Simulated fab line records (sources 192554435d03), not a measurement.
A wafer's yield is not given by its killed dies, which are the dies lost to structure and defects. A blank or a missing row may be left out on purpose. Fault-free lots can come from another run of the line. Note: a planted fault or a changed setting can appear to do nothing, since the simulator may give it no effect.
fab line records ; flow n5Finfet
record lots=10; wafers=30; lastDay=18
route steps=1938 shown SDB@358 HKMG_FIN@386 BEOL_M4@1111 PASSIVATION@1936
lots untouched by any fault: they come from a run of this same line in which no faults occurred
startH: start of the lot's first displayed wafer, in hours after the record's first day ; waitH: how many hours have passed since the lot's step before this one ; " repeats the value in the row above ; L1.1+2: a single row standing in for several wafers ; - either no value or no given start ; * or withheld: withheld ; < > ~ a bound
route shown NAME@n: NAME is a module with steps in the file, n the number in the route of the first one ; usual: mean and standard deviation over wafers with no fault ; same: alike in all rows ; chamber/n: place in a boat ; sites: each site's reading ; _std_site: the values' standard deviation ; _edge_site: mean of outer sites minus mean of inner sites ; radiusMm: for every site, how far away it sits from the centre of the wafer ; mask NAME#n: copy n ; behind: the tool/chamber that last shaped the wafer ; hold: why the lot went on hold/how many hours it stayed there/how the hold came to an end ; device: the transistor (n, p or np) that didn't switch ; end of line: tests run on the same wafers once the route is complete ; a step without rows: its recipe alone ; killed: at the first sort, the dies lost to defects and structure; wafer yield is something else ; map: per-die view of a wafer (x killed, . not killed, _ where there is no die)
set.NAME: the setting the step ran with; set.NAME@STEP: the setting that earlier step ran with ; model.NAME: the simulator's own value behind a step, which no gauge read
one table for each step of the route and one row for each wafer, over a sample of lots
services: when a tool's chamber went out of use (startH, in hours from the record's first day, below 0 if earlier), for how many hours, and the reason
## steps
# step N5_SDB_INSPECT_13
# recipe mode=adi; inspectInstrument=brightfield
# usual rawDefectCount=77/37
lot.wafer;tool;chamber;startH;waitH;rawDefectCount
L225.2;defectInspect-02;-;66.51;0.0;28
L225.3;defectInspect-02;-;66.51;0.0;75
L225.4;defectInspect-02;-;66.51;0.0;39
L227.1;defectInspect-02;-;76.36;0.0;18
L227.2;defectInspect-02;-;76.36;0.0;50
L227.4;defectInspect-02;-;76.36;0.0;40
L229.3;defectInspect-02;-;89.06;0.0;83
L229.5;defectInspect-02;-;89.06;0.0;165
L229.6;defectInspect-02;-;89.06;0.0;65
L231.1;defectInspect-02;-;112.60;0.0;154
L231.2;defectInspect-02;-;112.60;0.0;74
L231.4;defectInspect-02;-;112.60;0.0;57
L233.4;defectInspect-02;-;118.29;0.0;93
L233.5;defectInspect-02;-;118.29;0.0;142
L233.6;defectInspect-02;-;118.29;0.0;55
L234.1;defectInspect-01;-;121.60;0.0;156
L234.2;defectInspect-01;-;121.60;0.0;150
L234.6;defectInspect-01;-;121.60;0.0;135
L241.3;defectInspect-02;-;160.89;0.0;111
L241.4;defectInspect-02;-;160.89;0.0;133
L241.6;defectInspect-02;-;160.89;0.0;59
L245.1;defectInspect-01;-;187.33;0.0;35
L245.2;defectInspect-01;-;187.33;0.0;87
L245.4;defectInspect-01;-;187.33;0.0;96
L246.2;defectInspect-01;-;193.38;0.0;54
L246.3;defectInspect-01;-;193.38;0.0;105
L246.4;defectInspect-01;-;193.38;0.0;42
L248.1;defectInspect-02;-;205.40;0.0;75
L248.4;defectInspect-02;-;205.40;0.0;58
L248.5;defectInspect-02;-;205.40;0.0;19
# step N5_SDB_STRIP_22
# recipe chemistry=N2/H2; powerW=1000; tempC=250; h2Frac=0.65; overashFraction=0.3; pressureMtorr=withheld; n2FlowSccm=1750; h2FlowSccm=3250
# usual drypumpMotorCurrentA=5.8/0.35; heaterPowerW=346/12; oesProductAu=0.715/0.0047; stripTimeToEndpointS=96.3/0.38
# same overashFraction=0.3
lot.wafer;tool;chamber;startH;waitH;drypumpMotorCurrentA;heaterPowerW;oesProductAu;rfHoursCounterH;stripTimeToEndpointS
L225.2;plasmaAsher-01;1;67.18;0.1;5.9;353;0.717;34;96.8
L225.3;plasmaAsher-01;1;67.18;0.1;5.9;358;0.722;-;96.9
L225.4;plasmaAsher-01;0;67.18;0.1;5.2;328;0.717;-;96.4
L227.1;plasmaAsher-01;1;76.90;0.1;5.9;352;0.711;38;96.2
L227.2;plasmaAsher-01;0;76.90;0.1;5.2;325;0.718;38;96.1
L227.4;plasmaAsher-01;1;76.90;0.1;5.9;365;0.719;-;96.3
L229.3;plasmaAsher-01;1;89.77;0.1;5.9;357;0.710;-;95.6
L229.5;plasmaAsher-01;1;89.77;0.1;5.9;361;0.712;-;95.5
L229.6;plasmaAsher-01;0;89.77;0.1;5.2;333;0.710;-;95.7
L231.1;plasmaAsher-02;1;113.15;0.1;6.2;331;0.713;95;96.9
L231.2;plasmaAsher-02;0;113.15;0.1;5.7;347;0.716;95;96.6
L231.4;plasmaAsher-02;1;113.15;0.1;6.2;341;0.710;-;96.3
L233.4;plasmaAsher-02;0;118.67;0.1;5.6;352;0.718;-;96.6
L233.5;plasmaAsher-02;1;118.67;0.1;6.2;338;0.716;-;96.7
L233.6;plasmaAsher-02;0;118.67;0.1;5.6;346;0.713;-;96.5
L234.1;plasmaAsher-02;1;121.94;0.1;6.2;333;0.722;97;96.3
L234.2;plasmaAsher-02;0;121.94;0.1;5.7;366;0.713;97;96.3
L234.6;plasmaAsher-02;1;121.94;0.1;6.2;340;0.709;-;96.3
L241.3;plasmaAsher-02;1;161.82;0.4;6.2;335;0.711;-;96.1
L241.4;plasmaAsher-02;0;161.82;0.4;5.7;351;0.715;-;96.0
L241.6;plasmaAsher-02;1;161.82;0.4;6.2;338;0.722;-;96.3
L245.1;plasmaAsher-01;0;187.67;0.1;5.2;332;0.718;50;96.3
L245.2;plasmaAsher-01;1;187.67;0.1;5.9;355;0.715;50;96.2
L245.4;plasmaAsher-01;1;187.67;0.1;5.9;350;0.720;-;96.3
L246.2;plasmaAsher-02;0;193.73;0.1;5.7;360;0.709;120;96.3
L246.3;plasmaAsher-02;1;193.73;0.1;6.2;340;0.716;-;96.4
L246.4;plasmaAsher-02;0;193.73;0.1;5.7;354;0.717;-;96.2
L248.1;plasmaAsher-01;0;205.94;0.1;5.2;331;0.707;53;95.5
L248.4;plasmaAsher-01;0;205.94;0.1;5.2;332;0.716;-;96.3
L248.5;plasmaAsher-01;1;205.94;0.1;5.9;360;0.708;-;96.0
# step N5_SDB_INSPECT_36
# recipe inspectInstrument=darkfield; mode=postCmp
# usual rawDefectCount=39/19
lot.wafer;tool;chamber;startH;waitH;rawDefectCount
L225.2;defectInspect-01;-;70.81;0.0;41
L225.3;defectInspect-01;-;70.81;0.0;27
L225.4;defectInspect-01;-;70.81;0.0;30
L227.1;defectInspect-02;-;80.95;0.0;27
L227.2;defectInspect-02;-;80.95;0.0;35
L227.4;defectInspect-02;-;80.95;0.0;35
L229.3;defectInspect-01;-;93.29;0.0;47
L229.5;defectInspect-01;-;93.29;0.0;27
L229.6;defectInspect-01;-;93.29;0.0;22
L231.1;defectInspect-01;-;116.91;0.0;19
L231.2;defectInspect-01;-;116.91;0.0;28
L231.4;defectInspect-01;-;116.91;0.0;27
L233.4;defectInspect-01;-;122.70;0.0;37
L233.5;defectInspect-01;-;122.70;0.0;36
L233.6;defectInspect-01;-;122.70;0.0;34
L234.1;defectInspect-02;-;125.48;0.0;52
L234.2;defectInspect-02;-;125.48;0.0;128
L234.6;defectInspect-02;-;125.48;0.0;48
L241.3;defectInspect-01;-;165.43;0.0;44
L241.4;defectInspect-01;-;165.43;0.0;31
L241.6;defectInspect-01;-;165.43;0.0;34
L245.1;defectInspect-01;-;192.52;0.0;18
L245.2;defectInspect-01;-;192.52;0.0;18
L245.4;defectInspect-01;-;192.52;0.0;25
L246.2;defectInspect-01;-;197.27;0.0;90
L246.3;defectInspect-01;-;197.27;0.0;81
L246.4;defectInspect-01;-;197.27;0.0;72
L248.1;defectInspect-02;-;210.07;0.0;46
L248.4;defectInspect-02;-;210.07;0.0;52
L248.5;defectInspect-02;-;210.07;0.0;30
# step N5_HKMG_FIN_HK_ALD_01
# recipe material=HfO2; targetThkA=16; tempC=withheld; aldPrecursorFamily=HfCl4; aldCoReactant=H2O; pulseTimeS=3; purgeTimeS=3; coReactantPurgeTimeS=2.5; coReactantPulseTimeS=0.3; aldCycles=30
# usual aldCycles=30/0; coReactantPulseTimeS=0.3/0; precursorPulseHeightRel=0.999/0.02
lot.wafer;tool;chamber;startH;waitH;aldCycles;coReactantPulseTimeS;precursorPulseHeightRel
L225.2;aldHk-01;2;71.46;0.0;30;0.3;0.999
L225.3;aldHk-01;0;71.46;0.0;30;0.3;1.028
L225.4;aldHk-01;3;71.46;0.0;30;0.3;1.032
L227.1;aldHk-02;2;81.90;0.0;30;0.3;1.018
L227.2;aldHk-02;1;81.90;0.0;30;0.3;1.018
L227.4;aldHk-02;0;81.90;0.0;30;0.3;1.030
L229.3;aldHk-01;1;93.87;0.0;30;0.3;1.011
L229.5;aldHk-01;2;93.87;0.0;30;0.3;0.989
L229.6;aldHk-01;3;93.87;0.0;30;0.3;1.008
L231.1;aldHk-02;3;117.51;0.0;30;0.3;1.006
L231.2;aldHk-02;1;117.51;0.0;30;0.3;1.002
L231.4;aldHk-02;0;117.51;0.0;30;0.3;0.970
L233.4;aldHk-01;1;123.30;0.0;-;-;-
L233.5;aldHk-01;1;123.30;0.0;-;-;-
L233.6;aldHk-01;2;123.30;0.0;-;-;-
L234.1;aldHk-03;3;126.09;0.0;-;-;-
L234.2;aldHk-03;2;126.09;0.0;-;-;-
L234.6;aldHk-03;0;126.09;0.0;-;-;-
L241.3;aldHk-01;2;166.09;0.0;30;0.3;1.015
L241.4;aldHk-01;0;166.09;0.0;30;0.3;0.985
L241.6;aldHk-01;1;166.09;0.0;30;0.3;1.025
L245.1;aldHk-01;0;193.22;0.0;30;0.3;1.008
L245.2;aldHk-01;3;193.22;0.0;30;0.3;0.997
L245.4;aldHk-01;2;193.22;0.0;30;0.3;1.012
L246.2;aldHk-01;1;197.86;0.0;30;0.3;1.040
L246.3;aldHk-01;0;197.86;0.0;30;0.3;0.989
L246.4;aldHk-01;3;197.86;0.0;30;0.3;0.995
L248.1;aldHk-03;0;210.73;0.1;30;0.3;0.990
L248.4;aldHk-03;2;210.73;0.1;30;0.3;0.983
L248.5;aldHk-03;3;210.73;0.1;30;0.3;0.959
# step N5_HKMG_FIN_THK_MEAS_70
# recipe thkMeasGauge=xrf; reads=HfO2_of_HKMG_FIN_HK_ALD_01
# usual HK_THK=1.570/0.02
lot.wafer;tool;chamber;startH;waitH;HK_THK[nm]
L225.2;filmMetro-02;-;75.00;0.2;1.586
L225.3;filmMetro-02;-;75.00;0.2;1.609
L225.4;filmMetro-02;-;75.00;0.2;1.573
L227.1;filmMetro-02;-;85.21;0.2;1.578
L227.2;filmMetro-02;-;85.21;0.2;1.601
L227.4;filmMetro-02;-;85.21;0.2;1.597
L229.3;filmMetro-01;-;97.49;0.2;1.561
L229.5;filmMetro-01;-;97.49;0.2;1.531
L229.6;filmMetro-01;-;97.49;0.2;1.559
L231.1;filmMetro-02;-;121.01;0.2;1.600
L231.2;filmMetro-02;-;121.01;0.2;1.541
L231.4;filmMetro-02;-;121.01;0.2;1.588
L233.4;filmMetro-02;-;127.13;0.0;<0.002
L233.5;filmMetro-02;-;127.13;0.0;<0.002
L233.6;filmMetro-02;-;127.13;0.0;<0.002
L234.1;filmMetro-01;-;129.68;0.2;<0.001
L234.2;filmMetro-01;-;129.68;0.2;<0.001
L234.6;filmMetro-01;-;129.68;0.2;<0.001
L241.3;filmMetro-01;-;169.85;0.2;1.581
L241.4;filmMetro-01;-;169.85;0.2;1.581
L241.6;filmMetro-01;-;169.85;0.2;1.551
L245.1;filmMetro-02;-;197.06;0.2;1.580
L245.2;filmMetro-02;-;197.06;0.2;1.567
L245.4;filmMetro-02;-;197.06;0.2;1.596
L246.2;filmMetro-01;-;201.77;0.2;1.584
L246.3;filmMetro-01;-;201.77;0.2;1.574
L246.4;filmMetro-01;-;201.77;0.2;1.568
L248.1;filmMetro-02;-;214.33;0.2;1.587
L248.4;filmMetro-02;-;214.33;0.2;1.540
L248.5;filmMetro-02;-;214.33;0.2;1.584
# step N5_BEOL_M4_RC_MEAS_101
# usual DIBL_N=35.8/1.8; DIBL_P=35.9/2.2; IOFF_N=0.16/0.035; IOFF_P=0.21/0.04; ION_N=672/11; ION_P=461/7.4; SS_N=71.4/0.64; SS_P=73.2/0.67; VT_N=250/3.5; VT_P=-251/3.4
lot.wafer;tool;chamber;startH;waitH;DIBL_N[mV/V];DIBL_P[mV/V];IOFF_N[nA/um];IOFF_P[nA/um];ION_N[uA/um];ION_P[uA/um];SS_N[mV/dec];SS_P[mV/dec];VT_N[mV];VT_P[mV]
L225.2;prober-02;0;163.66;0.2;35.0;34.4;0.15;0.16;664;450;71.5;73.0;250;-254
L225.3;prober-02;0;163.66;0.2;35.8;36.3;0.17;0.19;691;467;72.1;73.8;248;-252
L225.4;prober-02;0;163.66;0.2;35.0;35.2;0.15;0.17;671;459;72.0;72.7;248;-252
L227.1;prober-02;0;165.77;0.2;34.2;32.9;0.12;0.17;664;451;71.0;72.0;254;-254
L227.2;prober-02;0;165.77;0.2;33.8;34.0;0.12;0.18;671;462;71.3;71.9;257;-255
L227.4;prober-02;0;165.77;0.2;34.3;33.8;0.13;0.18;673;452;70.8;73.0;253;-252
L229.3;prober-02;0;188.64;0.3;37.6;39.3;0.21;0.27;679;467;72.1;73.9;247;-246
L229.5;prober-02;0;188.64;0.3;34.5;35.6;0.15;0.21;670;459;71.0;72.9;250;-247
L229.6;prober-02;0;188.64;0.3;35.5;37.1;0.17;0.24;676;473;71.4;73.0;251;-248
L231.1;prober-01;0;216.83;0.0;38.6;40.7;0.21;0.24;691;467;72.3;73.7;247;-250
L231.2;prober-01;0;216.83;0.0;36.7;37.9;0.17;0.19;683;459;72.1;72.5;249;-251
L231.4;prober-01;0;216.83;0.0;35.0;36.7;0.13;0.17;665;451;71.1;72.8;254;-255
L241.3;prober-02;0;265.80;0.3;31.7;31.2;0.09;0.13;654;456;70.2;71.9;258;-256
L241.4;prober-02;0;265.80;0.3;34.5;35.6;0.13;0.19;667;461;70.7;73.1;251;-251
L241.6;prober-02;0;265.80;0.3;33.8;34.5;0.12;0.18;667;469;70.6;72.2;251;-251
L245.1;prober-02;0;282.56;0.0;35.1;36.4;0.15;0.23;668;461;71.7;73.3;248;-248
L245.2;prober-02;0;282.56;0.0;36.7;38.3;0.19;0.26;679;472;72.2;72.9;246;-245
L245.4;prober-02;0;282.56;0.0;34.3;35.3;0.14;0.21;669;466;71.8;72.9;252;-248
L246.2;prober-01;0;287.94;0.2;37.1;37.8;0.17;0.21;679;458;72.1;74.1;246;-251
L246.3;prober-01;0;287.94;0.2;36.5;36.8;0.15;0.20;674;468;71.4;73.9;251;-255
L246.4;prober-01;0;287.94;0.2;33.7;32.5;0.11;0.15;660;454;70.9;72.8;255;-255
L248.1;prober-02;0;311.74;0.0;34.4;33.0;0.11;0.17;659;459;70.6;72.5;255;-251
L248.4;prober-02;0;311.74;0.0;35.2;34.1;0.12;0.18;658;459;71.7;72.9;255;-253
L248.5;prober-02;0;311.74;0.0;32.4;30.8;0.09;0.14;653;453;70.3;71.6;257;-255
# step N5_PASSIVATION_PROBE_49
# usual defectLimitedYield=91.0/1.5; killed_at_M0_to_M3=34/9.1; killed_at_M4_up=14/5.7; killedAtContacts=13/5.7; killedAtFrontEnd=42/12; killedAtOther=4/3.4; killedDies=106/17; killedOnRim=14/4.3; killedOpen=70/13; killedShort=34/7.5; sort_bin_5_function=5.2/0.94; sort_bin_6_memory=3.4/0.69; sort_bin_8_speed=0.00/0.029; sortNPass=1074/17; sortYieldPct=91.0/1.5
# same grossDies=1180; killedAtBackSide=0; sort_bin_4_leakage[%]=0
lot.wafer;tool;chamber;startH;waitH;defectLimitedYield[%];killed_at_M0_to_M3;killed_at_M4_up;killedAtContacts;killedAtFrontEnd;killedAtOther;killedDies;killedOnRim;killedOpen;killedShort;sort_bin_5_function[%];sort_bin_6_memory[%];sort_bin_8_speed[%];sortNPass;sortYieldPct[%]
L227.1;prober-02;-;270.10;0.0;89.5;34;18;19;52;1;124;15;85;39;6.1;4.2;0;1056;89.5
L227.2;prober-02;-;270.15;0.1;92.3;34;13;2;40;2;91;8;54;35;4.7;2.5;0;1089;92.3
L227.4;prober-02;-;270.25;0.2;89.2;50;14;15;46;2;127;13;86;41;5.3;4.9;0;1053;89.2
L233.4;prober-02;-;314.52;0.2;0;27;9;16;1122;6;1180;152;66;37;96.6;3.1;0;0;0
L233.5;prober-02;-;314.57;0.2;0;28;16;14;1120;2;1180;152;69;38;96.9;2.9;0;0;0
L233.6;prober-02;-;314.62;0.3;0;37;17;19;1102;5;1180;152;71;38;95.5;4.4;0;0;0
L231.2;prober-01;-;322.94;0.1;92.2;21;10;7;48;6;92;9;52;37;4.3;3.3;0;1088;92.2
L234.1;prober-02;-;325.77;0.0;0;61;8;12;1096;3;1180;152;98;45;95.0;4.4;0;0;0
L234.2;prober-02;-;325.82;0.1;0;50;9;8;1113;0;1180;152;88;39;95.4;4.3;0;0;0
L234.6;prober-02;-;326.02;0.3;0;52;7;5;1114;2;1180;152;89;34;96.0;3.5;0;0;0
# killed by level:class
L227.1 BEOL_M4:geometricParticle:open=15 MOL_CONTACT_COAG:geometricParticle:open=15 STI_FIN_REVEAL:geometricParticle:open=11 FIN_SAQP:geometricParticle:short=10 FIN_SAQP:geometricParticle:open=9 BEOL_M0_SAQP:geometricParticle:open=7 BEOL_M2:geometricParticle:open=7 STARTING-WAFER:geometricParticle:short=5
L227.2 GATE_CUT:geometricParticle:short=9 STI_FIN_REVEAL:geometricParticle:open=8 FIN_SAQP:geometricParticle:open=7 FIN_SAQP:geometricParticle:short=7 BEOL_M0_SAQP:geometricParticle:short=7 BEOL_M0_SAQP:geometricParticle:open=7 BEOL_M1:geometricParticle:open=7 BEOL_M2:geometricParticle:open=5
L227.4 MOL_CONTACT_COAG:geometricParticle:open=12 BEOL_M1:geometricParticle:open=12 STI_FIN_REVEAL:geometricParticle:open=11 BEOL_M0_SAQP:geometricParticle:short=9 BEOL_M0_SAQP:geometricParticle:open=9 BEOL_M3:geometricParticle:open=8 BEOL_M4:geometricParticle:open=6 FIN_SAQP:geometricParticle:open=5
L233.4 HKMG_FIN:areaAld=1077 MOL_CONTACT_COAG:geometricParticle:open=14 STI_FIN_REVEAL:geometricParticle:open=8 GATE_CUT:geometricParticle:short=7 BEOL_M0_SAQP:geometricParticle:short=7 BEOL_M3:geometricParticle:open=7 FIN_SAQP:geometricParticle:open=6 BEOL_M4:geometricParticle:open=6
L233.5 HKMG_FIN:areaAld=1073 FIN_SAQP:geometricParticle:open=16 MOL_CONTACT_COAG:geometricParticle:open=11 BEOL_M4:geometricParticle:open=9 FIN_SAQP:geometricParticle:short=8 STI_FIN_REVEAL:geometricParticle:open=7 BEOL_M3:geometricParticle:open=7 BEOL_M2:geometricParticle:short=6
L233.6 HKMG_FIN:areaAld=1071 MOL_CONTACT_COAG:geometricParticle:open=15 BEOL_M4:geometricParticle:open=13 FIN_SAQP:geometricParticle:short=9 BEOL_M0_SAQP:geometricParticle:open=8 BEOL_M0_SAQP:geometricParticle:short=8 BEOL_M3:geometricParticle:open=8 FIN_SAQP:geometricParticle:open=6
L231.2 FIN_SAQP:geometricParticle:short=8 BEOL_M2:geometricParticle:open=8 DUMMY_GATE:geometricParticle:open=7 GATE_CUT:geometricParticle:short=7 FIN_SAQP:geometricParticle:open=6 MOL_CONTACT_COAG:geometricParticle:open=5 BEOL_M1:geometricParticle:open=5 STARTING-WAFER:geometricParticle:open=5
L234.1 HKMG_FIN:areaAld=1037 BEOL_M3:geometricParticle:open=23 BEOL_M2:geometricParticle:open=18 FIN_SAQP:geometricParticle:open=14 MOL_CONTACT_COAG:geometricParticle:open=10 FIN_SAQP:geometricParticle:short=9 STI_FIN_REVEAL:geometricParticle:open=8 BEOL_M3:geometricParticle:short=7
L234.2 HKMG_FIN:areaAld=1053 STI_FIN_REVEAL:geometricParticle:open=21 BEOL_M3:geometricParticle:open=17 BEOL_M2:geometricParticle:open=9 STI_FIN_REVEAL:geometricParticle:short=8 BEOL_M0_SAQP:geometricParticle:short=8 MOL_CONTACT_COAG:geometricParticle:open=7 FIN_SAQP:geometricParticle:open=6
L234.6 HKMG_FIN:areaAld=1057 BEOL_M3:geometricParticle:open=21 STI_FIN_REVEAL:geometricParticle:open=16 FIN_SAQP:geometricParticle:open=15 BEOL_M0_SAQP:geometricParticle:open=14 FIN_SAQP:geometricParticle:short=9 BEOL_M0_SAQP:geometricParticle:short=8 BEOL_M4:geometricParticle:open=6
## services
tool;chamber;startH;hours;kind
plasmaAsher-02;-;67.08;8.9;repair
aldHk-02;-;87.33;14.6;pm
plasmaAsher-01;-;100.83;17.6;repair
aldHk-01;-;103.76;0.9;repair
aldHk-01;-;134.15;2.1;repair
plasmaAsher-01;-;144.23;41.7;repair
aldHk-03;-;153.31;14.6;pm
aldHk-01;-;159.16;4.3;pm
aldHk-01;-;208.45;14.6;pm
## key
firstSign step=N5_HKMG_FIN_HK_ALD_01; reading=toolRecord; direction=missing
effect step=N5_HKMG_FIN_THK_MEAS_70; reading=HK_THK; direction=down; sigmas=77; usual=1.570; struck=<0.001
effect step=N5_PASSIVATION_PROBE_49; reading=sort_bin_5_function; direction=up; sigmas=96; usual=5.2; struck=95.9
moreKillsBornAt N5_HKMG_FIN_HK_ALD_01@aldHk-01=3221; N5_HKMG_FIN_HK_ALD_01@aldHk-03=3147
metAt N5_HKMG_FIN_HK_ALD_01
struckLots L233,L234
laterRowsLeftOut L233.4,L233.5,L233.6,L234.1,L234.2,L234.6
notActingAt N5_SDB_INSPECT_13,N5_SDB_STRIP_22,N5_SDB_INSPECT_36
onsetBetween 93.87 123.30
fault kind=skippedStepWhole; tool=aldHk-01,aldHk-03; chamber=-; onsetH=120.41; steps=N5_HKMG_FIN_HK_ALD_01; scope=struckLotsOnly
# laterRowsLeftOut: the simulator's readings of these wafers behind a module that went badly wrong aren't trusted and aren't shown, but for the sort
